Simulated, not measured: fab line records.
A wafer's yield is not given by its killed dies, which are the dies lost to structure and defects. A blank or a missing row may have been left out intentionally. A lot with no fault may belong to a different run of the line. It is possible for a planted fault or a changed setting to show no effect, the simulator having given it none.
fab line records | flow n5_finfet | part 1 of 2: steps 1 to 19 of 28
record: lots: 5 wafers: 15 last_day: 17
route steps=1938 shown BEOL_M15@1773
lots that met no fault: from a run of the same line without faults
start_h: hours from the record's first day to the start of the lot's first wafer shown | wait_h: hours since the lot's step before | " the same as in the row above | L1.1+2: a row that stands for several wafers | - no value present, or no start provided | * or withheld: withheld | < > ~ a bound
route shown NAME@n: NAME is a module with steps in the file, n the number in the route of the first one | usual: mean/standard deviation taken from wafers without a fault | same: alike in all rows | chamber/n: place in a boat | sites: each site's reading | _std_site: standard deviation of those values | _edge_site: the outer-site mean with the inner-site mean subtracted | radius_mm: how far each site lies from the wafer's centre | mask NAME#n: copy n | behind: the most recent tool/chamber to have shaped the wafer | hold: why the lot went on hold/how many hours it stayed there/how the hold came to an end | device: the transistor (n, p or np) that didn't switch | end of line: tests run on the same wafers once the route is complete | where a step has no rows: the recipe by itself | killed: not the wafer's yield, but the dies lost to structure and defects at the first sort | map: per-die view of a wafer (x killed, . not killed, _ where there is no die)
set.NAME: the setting as run; set.NAME@STEP: as run at that earlier step | model.NAME: the simulator's own value behind a step, which no gauge read
lots at some steps of the route; a table a step, a row a wafer
services: a tool's chamber out of use, with start hour (start_h, from the record's first day; less than 0 if before it), hours out, and reason
== steps ==
step: N5_BEOL_M15_ILD_DEP_00
recipe: material: SiO2 target_thk_a: 16293 temp_c: 400 precursor: TEOS/O2 pressure_torr: 6.5 rf_w: 900 teos_flow_sccm: 161.4 gas: O2 flow_sccm: 2650 time_s: 346.1
usual: chamber_pressure_Torr: 6.501/0.014 heater_power_w: 514/120 rf_fwd_power_W: 898.1/2.7 showerhead_plenum_p_Torr: 8.36/0.038 throttle_valve_pct: 18.8/1
columns lot.wafer tool chamber start_h wait_h chamber_pressure_Torr heater_power_w rf_fwd_power_W showerhead_plenum_p_Torr throttle_valve_pct
L075.2 pecvd-01 1 255.13 0.0 6.495 613 897.2 8.37 18.4
L075.4 " 0 " " 6.524 498 898.5 8.30 19.7
L075.6 " 0 " " 6.527 378 899.5 8.32 19.5
L080.1 pecvd-02 2 293.29 0.0 6.506 468 895.1 8.34 18.1
L080.4 " 2 " " 6.513 537 895.9 8.33 18.5
L080.5 " 1 " " 6.507 445 897.2 8.35 20.2
L082.1 pecvd-01 2 295.75 0.0 6.490 503 897.3 8.34 17.4
L082.4 " 2 " " 6.486 371 895.6 8.36 17.3
L082.6 " 1 " " 6.488 465 893.5 8.39 18.6
L088.1 pecvd-01 2 332.40 0.0 6.496 425 898.7 8.32 17.5
L088.4 " 1 " " 6.502 459 894.4 8.40 18.6
L088.6 " 0 " " 6.470 378 899.4 8.32 19.6
L096.1 pecvd-02 2 381.40 0.0 6.478 527 897.1 8.36 18.7
L096.2 " 0 " " 6.485 692 903.7 8.39 18.4
L096.3 " 1 " " 6.522 473 896.0 8.37 20.3
step: N5_BEOL_M15_THK_MEAS_01
recipe: reads: SiO2_of_BEOL_M15_ILD_DEP_00
usual: M15_ILD_THK: 1628/23
columns lot.wafer tool chamber start_h wait_h M15_ILD_THK[nm]
L075.2 film_metro-01 - 255.49 0.3 1596
L075.4 " - " " 1621
L075.6 " - " " 1601
L080.1 film_metro-02 - 293.65 0.2 1639
L080.4 " - " " 1667
L080.5 " - " " 1687
L082.1 film_metro-02 - 296.00 0.1 1612
L082.4 " - " " 1651
L082.6 " - " " 1626
L088.1 film_metro-02 - 332.65 0.1 1611
L088.4 " - " " 1632
L088.6 " - " " 1631
L096.1 film_metro-01 - 381.65 0.1 1610
L096.2 " - " " 1612
L096.3 " - " " 1607
step: N5_BEOL_M15_COAT_58
recipe: resist: BARC temp_c: 205 time_s: 60 spin_rpm: 1500 resist_thk_nm: 89
usual: dispense_pressure_kPa: 50/4.8 exhaust_pa: 45.0/1 heater_power_total_W: 391.7/1.3
columns lot.wafer tool chamber start_h wait_h dispense_pressure_kPa exhaust_pa heater_power_total_W
L075.2 litho_track-02 0 255.52 0.0 53 46.8 391.4
L075.4 " 0 " " 53 44.2 389.4
L075.6 " 0 " " 53 44.3 390.3
L080.1 litho_track-03 0 293.68 0.0 54 45.1 390.3
L080.4 " 0 " " 54 45.4 390.6
L080.5 " 0 " " 54 45.7 389.8
L082.1 litho_track-05 0 296.04 0.0 43 43.0 392.8
L082.4 " 0 " " 43 45.5 392.9
L082.6 " 0 " " 43 45.4 390.2
L088.1 litho_track-02 0 332.68 0.0 53 42.8 390.0
L088.4 " 0 " " 53 44.2 393.3
L088.6 " 0 " " 53 43.9 390.2
L096.1 litho_track-02 0 381.68 0.0 53 44.7 390.0
L096.2 " 0 " " 53 45.9 392.5
L096.3 " 0 " " 53 45.7 389.9
step: N5_BEOL_M15_COAT_04
recipe: spin_rpm: 1704 resist_thk_nm: 800
usual: dispense_pressure_kPa: 50/4.8 exhaust_pa: 45.0/0.92
columns lot.wafer tool chamber start_h wait_h dispense_pressure_kPa exhaust_pa
L075.2 litho_track-02 0 - - 53 43.6
L075.4 " 0 " " 53 43.2
L075.6 " 0 " " 53 44.0
L080.1 litho_track-03 0 - - 54 45.3
L080.4 " 0 " " 54 46.4
L080.5 " 0 " " 54 46.0
L082.1 litho_track-05 0 - - 43 44.5
L082.4 " 0 " " 43 43.4
L082.6 " 0 " " 43 44.6
L088.1 litho_track-02 0 - - 53 44.2
L088.4 " 0 " " 53 44.9
L088.6 " 0 " " 53 45.0
L096.1 litho_track-02 0 - - 53 42.7
L096.2 " 0 " " 53 45.3
L096.3 " 0 " " 53 43.9
step: N5_BEOL_M15_EBR_06
recipe: solvent: PGMEA ebr_width_mm: 1.5
usual: exhaust_pa: 45.2/1
columns lot.wafer tool chamber start_h wait_h exhaust_pa
L075.2 litho_track-02 0 - - 46.4
L075.4 " 0 " " 46.3
L075.6 " 0 " " 46.6
L080.1 litho_track-03 0 - - 46.0
L080.4 " 0 " " 47.2
L080.5 " 0 " " 44.8
L082.1 litho_track-05 0 - - 46.6
L082.4 " 0 " " 45.5
L082.6 " 0 " " 47.0
L088.1 litho_track-02 0 - - 44.8
L088.4 " 0 " " 44.6
L088.6 " 0 " " 44.9
L096.1 litho_track-02 0 - - 45.1
L096.2 " 0 " " 45.0
L096.3 " 0 " " 44.7
step: N5_BEOL_M15_SOFTBAKE_05
recipe: temp_c: 130 time_s: 60
usual: exhaust_pa: 44.9/0.92 heater_power_total_W: 218.5/1.5
columns lot.wafer tool chamber start_h wait_h exhaust_pa heater_power_total_W
L075.2 litho_track-02 0 - - 44.1 220.6
L075.4 " 0 " " 42.4 217.5
L075.6 " 0 " " 44.4 220.4
L080.1 litho_track-03 0 - - 43.6 219.2
L080.4 " 0 " " 44.6 220.8
L080.5 " 0 " " 44.3 219.7
L082.1 litho_track-05 0 - - 45.3 216.9
L082.4 " 0 " " 46.6 219.0
L082.6 " 0 " " 45.7 218.7
L088.1 litho_track-02 0 - - 44.7 219.2
L088.4 " 0 " " 44.7 219.1
L088.6 " 0 " " 45.7 216.9
L096.1 litho_track-02 0 - - 44.3 218.1
L096.2 " 0 " " 44.9 218.2
L096.3 " 0 " " 45.3 217.1
step: N5_BEOL_M15_EXPOSE_07
recipe: mask_id: V14 na: 0.8 source_shape: annular sigma_inner: 0.5 sigma_outer: 0.8 polarization: unpolarized attpsm_phase_deg: 180 dose_mj: 41.25
columns lot.wafer tool chamber start_h wait_h mask
L075.2+4+6 krf_scanner-02 0 255.75 - V14#0
L080.1+4+5 krf_scanner-01 0 293.78 - V14#0
L082.1+4+6 krf_scanner-01 0 296.14 - V14#0
L088.1+4+6 krf_scanner-01 0 332.78 - V14#0
L096.1+2+3 krf_scanner-01 0 381.90 - V14#0
step: N5_BEOL_M15_PEB_08
recipe: peb_temp_c: 130 peb_time_s: 90
usual: exhaust_pa: 44.9/0.85 heater_power_total_W: 172.5/0.81
same: peb_time_s: 90
columns lot.wafer tool chamber start_h wait_h exhaust_pa heater_power_total_W
L075.2 litho_track-03 0 255.80 0.0 45.6 172.8
L075.4 " 0 " " 46.2 172.0
L075.6 " 0 " " 45.3 173.2
L080.1 litho_track-05 0 293.84 0.1 44.4 172.9
L080.4 " 0 " " 44.2 173.3
L080.5 " 0 " " 43.4 173.1
L082.1 litho_track-05 0 296.19 0.1 44.6 173.3
L082.4 " 0 " " 46.2 173.1
L082.6 " 0 " " 46.0 171.9
L088.1 litho_track-02 0 332.84 0.1 46.9 173.8
L088.4 " 0 " " 45.3 172.4
L088.6 " 0 " " 44.2 171.4
L096.1 litho_track-02 0 381.96 0.1 45.5 172.7
L096.2 " 0 " " 44.6 172.9
L096.3 " 0 " " 44.4 172.3
step: N5_BEOL_M15_DEVELOP_09
recipe: develop_time_s: 45 rinse_liquid: diw dry: air_spin dev_temp_c: 21
usual: exhaust_pa: 44.9/0.78
columns lot.wafer tool chamber start_h wait_h exhaust_pa
L075.2 litho_track-03 0 - - 44.2
L075.4 " 0 " " 44.0
L075.6 " 0 " " 44.4
L080.1 litho_track-05 0 - - 45.0
L080.4 " 0 " " 44.7
L080.5 " 0 " " 44.7
L082.1 litho_track-05 0 - - 45.3
L082.4 " 0 " " 45.4
L082.6 " 0 " " 44.6
L088.1 litho_track-02 0 - - 45.8
L088.4 " 0 " " 46.1
L088.6 " 0 " " 45.0
L096.1 litho_track-02 0 - - 45.3
L096.2 " 0 " " 44.7
L096.3 " 0 " " 45.1
step: N5_BEOL_M15_HARDBAKE_14
recipe: temp_c: 130 time_s: 120
usual: exhaust_pa: 45.0/0.81 heater_power_total_W: 148.0/0.88
columns lot.wafer tool chamber start_h wait_h exhaust_pa heater_power_total_W
L075.2 litho_track-03 0 - - 44.0 148.5
L075.4 " 0 " " 44.4 149.4
L075.6 " 0 " " 44.1 148.0
L080.1 litho_track-05 0 - - 44.8 148.6
L080.4 " 0 " " 45.6 148.2
L080.5 " 0 " " 45.2 147.5
L082.1 litho_track-05 0 - - 44.3 146.6
L082.4 " 0 " " 43.2 148.7
L082.6 " 0 " " 44.6 146.8
L088.1 litho_track-02 0 - - 46.4 148.6
L088.4 " 0 " " 45.6 147.8
L088.6 " 0 " " 46.4 148.8
L096.1 litho_track-02 0 - - 46.2 148.2
L096.2 " 0 " " 45.5 148.2
L096.3 " 0 " " 42.6 148.8
step: N5_BEOL_M15_CD_MEAS_10
recipe: target_cd_nm: 360 landing_energy_ev: 500 detector: se_inlens polarity: opening
usual: cd_nm: 360.8/1.8
columns lot.wafer tool chamber start_h wait_h cd_nm
L075.2 cd_sem-03 0 255.92 - 359.9
L075.4 " 0 " " 360.0
L075.6 " 0 " " 363.0
L080.1 cd_sem-03 0 293.95 - 361.6
L080.4 " 0 " " 362.0
L080.5 " 0 " " 362.6
L082.1 cd_sem-02 0 296.31 - 364.9
L082.4 " 0 " " 362.3
L082.6 " 0 " " 363.0
L088.1 cd_sem-03 0 332.95 - 360.4
L088.4 " 0 " " 362.2
L088.6 " 0 " " 360.7
L096.1 cd_sem-02 0 382.07 - 360.5
L096.2 " 0 " " 361.1
L096.3 " 0 " " 362.3
step: N5_BEOL_M15_OVL_MEAS_11
recipe: points_per_wafer: 44
usual: V14_OVL: 0/5.7
columns lot.wafer tool chamber start_h wait_h V14_OVL[nm]
L075.2 overlay-01 0 255.95 0.0 1
L075.4 " 0 " " -4
L075.6 " 0 " " 1
L080.1 overlay-01 0 293.99 0.0 -1
L080.4 " 0 " " 4
L080.5 " 0 " " 5
L082.1 overlay-01 0 296.34 0.0 -7
L082.4 " 0 " " -3
L082.6 " 0 " " 0
L088.1 overlay-01 0 332.98 0.0 1
L088.4 " 0 " " 4
L088.6 " 0 " " -2
L096.1 overlay-01 0 382.10 0.0 0
L096.2 " 0 " " 0
L096.3 " 0 " " 4
step: N5_BEOL_M15_INSPECT_12
recipe: mode: adi inspect_instrument: macro
usual: raw_defect_count: 2.1/1.4
columns lot.wafer tool chamber start_h wait_h raw_defect_count
L075.2 defect_inspect-02 - 255.97 0.0 1
L075.4 " - " " 2
L075.6 " - " " 4
L080.1 defect_inspect-01 - 294.01 0.0 1
L080.4 " - " " 2
L080.5 " - " " 2
L082.1 defect_inspect-02 - 296.36 0.0 1
L082.4 " - " " 4
L082.6 " - " " 4
L088.1 defect_inspect-01 - 333.01 0.0 5
L088.4 " - " " 4
L088.6 " - " " 1
L096.1 defect_inspect-01 - 382.13 0.0 4
L096.2 " - " " 2
L096.3 " - " " 0
step: N5_BEOL_M15_DESCUM_15
recipe: chemistry: O2 time_s: 7.9 source_power_w: 50 bias_power_w: 20 pressure_mtorr: 20 rf_frequency_hz: 2.712e+07 temp_c: 40 o2_flow_sccm: 225
usual: drypump_motor_current_A: 5.9/0.49 oes_product_au: 0.75/0.084 rf_fwd_power_W: 49.40/0.24 rf_vpp_V: 243.2/1.5 showerhead_plenum_p_Torr: 2.10/0.081 throttle_valve_pct: 20.46/0.18
columns lot.wafer tool chamber start_h wait_h drypump_motor_current_A oes_product_au rf_fwd_power_W rf_hours_counter_h rf_vpp_V showerhead_plenum_p_Torr throttle_valve_pct
L075.2 rie_diel-04 0 256.15 0.2 6.4 0.70 49.48 236 240.8 1.95 20.62
L075.4 " 0 " " 6.3 0.70 49.35 - 240.6 1.95 20.61
L075.6 " 1 " " 6.0 0.70 49.35 - 245.3 2.16 20.46
L080.1 rie_diel-02 2 294.04 0.0 6.1 0.71 49.59 195 243.1 2.07 20.28
L080.4 " 1 " " 6.1 0.73 49.43 181 242.0 1.99 20.32
L080.5 " 0 " " 5.1 0.78 49.32 - 244.6 2.19 20.40
L082.1 rie_diel-04 2 297.18 0.8 5.4 0.73 49.18 181 243.6 2.08 20.41
L082.4 " 3 " " 5.9 0.68 49.47 213 243.5 2.18 20.57
L082.6 " 3 " " 5.9 0.68 49.60 - 243.9 2.18 20.57
L088.1 rie_diel-02 2 333.15 0.1 6.1 0.70 49.57 209 243.0 2.06 20.32
L088.4 " 2 " " 6.1 0.70 49.58 - 243.9 2.06 20.31
L088.6 " 3 " " 6.6 0.89 49.04 - 245.3 2.15 20.51
L096.1 rie_diel-02 0 382.19 0.1 5.1 0.75 49.59 159 244.1 2.19 20.43
L096.2 " 2 " " 6.1 0.68 49.62 225 241.4 2.06 20.32
L096.3 " 3 " " 6.6 0.86 49.00 55 243.6 2.15 20.52
step: N5_BEOL_M15_ETCH_59
recipe: chemistry: N2/H2 target: BARC target_depth_a: 890 overetch_a: 267 time_s: 67.9 ion_energy_ev: 200 pressure_mtorr: 30 source_w: 840 bias_w: 150 n2_flow_sccm: 200 h2_flow_sccm: 200
usual: drypump_motor_current_A: 6.0/0.49 oes_product_au: 0.64/0.067 rf_fwd_power_W: 833/3.5 rf_vpp_V: 524.1/2.7 showerhead_plenum_p_Torr: 2.55/0.095 throttle_valve_pct: 17.86/0.13
columns lot.wafer tool chamber start_h wait_h drypump_motor_current_A oes_product_au rf_fwd_power_W rf_hours_counter_h rf_vpp_V showerhead_plenum_p_Torr throttle_valve_pct
L075.2 rie_diel-04 0 256.18 0.0 6.3 0.60 834 236 518.7 2.39 18.12
L075.4 " 0 " " 6.4 0.60 834 - 519.5 2.39 18.12
L075.6 " 1 " " 6.0 0.61 830 - 526.2 2.63 18.01
L080.1 rie_diel-02 2 294.08 0.0 6.1 0.61 832 195 523.4 2.52 17.79
L080.4 " 1 " " 6.2 0.63 837 181 520.1 2.43 17.84
L080.5 " 0 " " 5.1 0.66 834 - 527.1 2.65 17.81
L082.1 rie_diel-04 2 297.21 0.0 5.4 0.63 831 181 522.2 2.52 17.85
L082.4 " 3 " " 6.0 0.59 834 213 526.6 2.62 17.76
L082.6 " 3 " " 5.9 0.59 834 - 526.4 2.62 17.78
L088.1 rie_diel-02 2 333.20 0.0 6.1 0.61 836 209 523.4 2.52 17.81
L088.4 " 2 " " 6.1 0.61 839 - 523.2 2.52 17.81
L088.6 " 3 " " 6.6 0.74 826 - 525.1 2.59 17.69
L096.1 rie_diel-02 0 382.23 0.0 5.1 0.64 834 159 526.6 2.64 17.84
L096.2 " 2 " " 6.1 0.60 835 225 523.9 2.51 17.83
L096.3 " 3 " " 6.6 0.72 829 55 524.6 2.58 17.72
step: N5_BEOL_M15_VIA_ETCH_16
recipe: chemistry: C4F8/O2/Ar target: SiO2 he_inner_torr: 15 he_outer_torr: 30 target_depth_a: 17922 time_s: withheld ion_energy_ev: 800 pressure_mtorr: 20 source_w: 1905 bias_w: 2040 Ar_flow_sccm: 400 C4F8_flow_sccm: 16 O2_flow_sccm: 12 ends: cleared
usual: drypump_motor_current_A: 6.0/0.49 he_inner_torr: 15.00/0.03 oes_product_au: 0.67/0.075 rf_fwd_power_W: 1901/5.2 rf_vpp_V: 2231/25 showerhead_plenum_p_Torr: 3.45/0.12 throttle_valve_pct: 30.86/0.17
columns lot.wafer tool chamber start_h wait_h drypump_motor_current_A he_inner_torr oes_product_au rf_fwd_power_W rf_vpp_V showerhead_plenum_p_Torr throttle_valve_pct
L075.2 rie_diel-04 0 256.23 0.0 6.3 15.02 0.65 1907 2247 3.28 31.30
L075.4 " 0 " " 6.3 15.03 0.64 1904 2246 3.28 31.25
L075.6 " 1 " " 6.0 14.99 0.65 1898 2213 3.55 30.92
L080.1 rie_diel-02 2 294.13 0.0 6.1 15.03 0.64 1905 2215 3.40 30.57
L080.4 " 1 " " 6.2 15.00 0.66 1906 2212 3.30 30.79
L080.5 " 0 " " 5.1 15.01 0.69 1898 2258 3.59 30.78
L082.1 rie_diel-04 2 297.27 0.0 5.4 15.03 0.66 1892 2196 3.41 30.73
L082.4 " 3 " " 5.9 14.98 0.62 1897 2256 3.55 30.90
L082.6 " 3 " " 5.9 15.00 0.62 1901 2259 3.56 30.91
L088.1 rie_diel-02 2 333.28 0.1 6.1 15.03 0.63 1889 2217 3.39 30.60
L088.4 " 2 " " 6.2 14.97 0.63 1899 2215 3.39 30.60
L088.6 " 3 " " 6.6 14.99 0.80 1901 2248 3.51 30.94
L096.1 rie_diel-02 0 382.28 0.0 5.1 14.95 0.67 1902 2255 3.57 30.79
L096.2 " 2 " " 6.1 14.98 0.62 1894 2215 3.38 30.60
L096.3 " 3 " " 6.6 15.00 0.78 1897 2245 3.50 30.95
step: N5_BEOL_M15_STRIP_63
recipe: chemistry: O2 power_w: 600 temp_c: 60 pressure_mtorr: 30 rf_frequency_hz: 6e+07 bias_power_w: 0 overash_fraction: 0.3 o2_flow_sccm: 225
usual: drypump_motor_current_A: 6.0/0.48 oes_product_au: 0.74/0.084 rf_vpp_V: 3.7/0.73 showerhead_plenum_p_Torr: 2.10/0.081 throttle_valve_pct: 16.72/0.17
columns lot.wafer tool chamber start_h wait_h drypump_motor_current_A oes_product_au rf_hours_counter_h rf_vpp_V showerhead_plenum_p_Torr throttle_valve_pct
L075.2 rie_diel-04 0 - - 6.3 0.71 236 3.3 1.96 16.92
L075.4 " 0 " " 6.3 0.70 - 2.5 1.96 16.96
L075.6 " 1 " " 6.0 0.70 - 3.3 2.17 16.75
L080.1 rie_diel-02 2 - - 6.1 0.71 195 4.7 2.07 16.57
L080.4 " 1 " " 6.1 0.73 182 5.0 1.99 16.61
L080.5 " 0 " " 5.1 0.78 - 3.5 2.20 16.64
L082.1 rie_diel-04 2 - - 5.4 0.72 181 5.0 2.08 16.70
L082.4 " 3 " " 6.0 0.68 213 4.0 2.18 16.81
L082.6 " 3 " " 5.9 0.67 - 3.0 2.18 16.83
L088.1 rie_diel-02 2 - - 6.1 0.70 209 5.5 2.07 16.62
L088.4 " 2 " " 6.1 0.69 - 4.0 2.07 16.60
L088.6 " 3 " " 6.6 0.88 - 2.7 2.16 16.62
L096.1 rie_diel-02 0 - - 5.1 0.75 159 3.1 2.19 16.70
L096.2 " 2 " " 6.1 0.68 225 3.6 2.06 16.64
L096.3 " 3 " " 6.6 0.85 55 2.8 2.15 16.68
step: N5_BEOL_M15_STRIP_64
recipe: chemistry: O2 power_w: 600 temp_c: 60 pressure_mtorr: 30 rf_frequency_hz: 6e+07 bias_power_w: 0 overash_fraction: 0.3 o2_flow_sccm: 225
usual: drypump_motor_current_A: 6.0/0.48 oes_product_au: 0.75/0.084 rf_vpp_V: 3.7/0.5 showerhead_plenum_p_Torr: 2.10/0.081 throttle_valve_pct: 16.72/0.17
columns lot.wafer tool chamber start_h wait_h drypump_motor_current_A oes_product_au rf_hours_counter_h rf_vpp_V showerhead_plenum_p_Torr throttle_valve_pct
L075.2 rie_diel-04 0 - - 6.3 0.71 236 3.5 1.96 16.93
L075.4 " 0 " " 6.4 0.71 - 4.5 1.96 16.93
L075.6 " 1 " " 6.0 0.71 - 3.9 2.16 16.75
L080.1 rie_diel-02 2 - - 6.1 0.70 195 4.2 2.07 16.58
L080.4 " 1 " " 6.2 0.72 182 4.5 1.99 16.60
L080.5 " 0 " " 5.1 0.78 - 4.1 2.20 16.65
L082.1 rie_diel-04 2 - - 5.4 0.73 181 2.8 2.08 16.74
L082.4 " 3 " " 6.0 0.69 213 3.7 2.18 16.83
L082.6 " 3 " " 6.0 0.68 - 4.0 2.18 16.82
L088.1 rie_diel-02 2 - - 6.2 0.70 209 3.0 2.07 16.60
L088.4 " 2 " " 6.1 0.69 - 3.8 2.07 16.61
L088.6 " 3 " " 6.6 0.88 - 3.5 2.16 16.64
L096.1 rie_diel-02 0 - - 5.1 0.75 159 2.8 2.19 16.70
L096.2 " 2 " " 6.1 0.68 225 3.1 2.06 16.64
L096.3 " 3 " " 6.6 0.86 55 3.7 2.15 16.69
step: N5_BEOL_M15_STRIP_65
recipe: chemistry: post_etch_residue_remover time_s: 60 temp_c: 25 remover_ph: withheld remover_water_wt_pct: withheld remover_fluoride_wt_pct: withheld
columns lot.wafer tool chamber start_h wait_h
L075.2+4+6 wet_bench-01 6,5,2 256.58 -
L080.1+4+5 wet_bench-04 2,5,3 294.48 -
L082.1+4+6 wet_bench-06 7,4,5 297.62 -
L088.1+4+6 wet_bench-06 3,6,5 333.79 -
L096.1+2+3 wet_bench-04 2,5,4 382.63 -
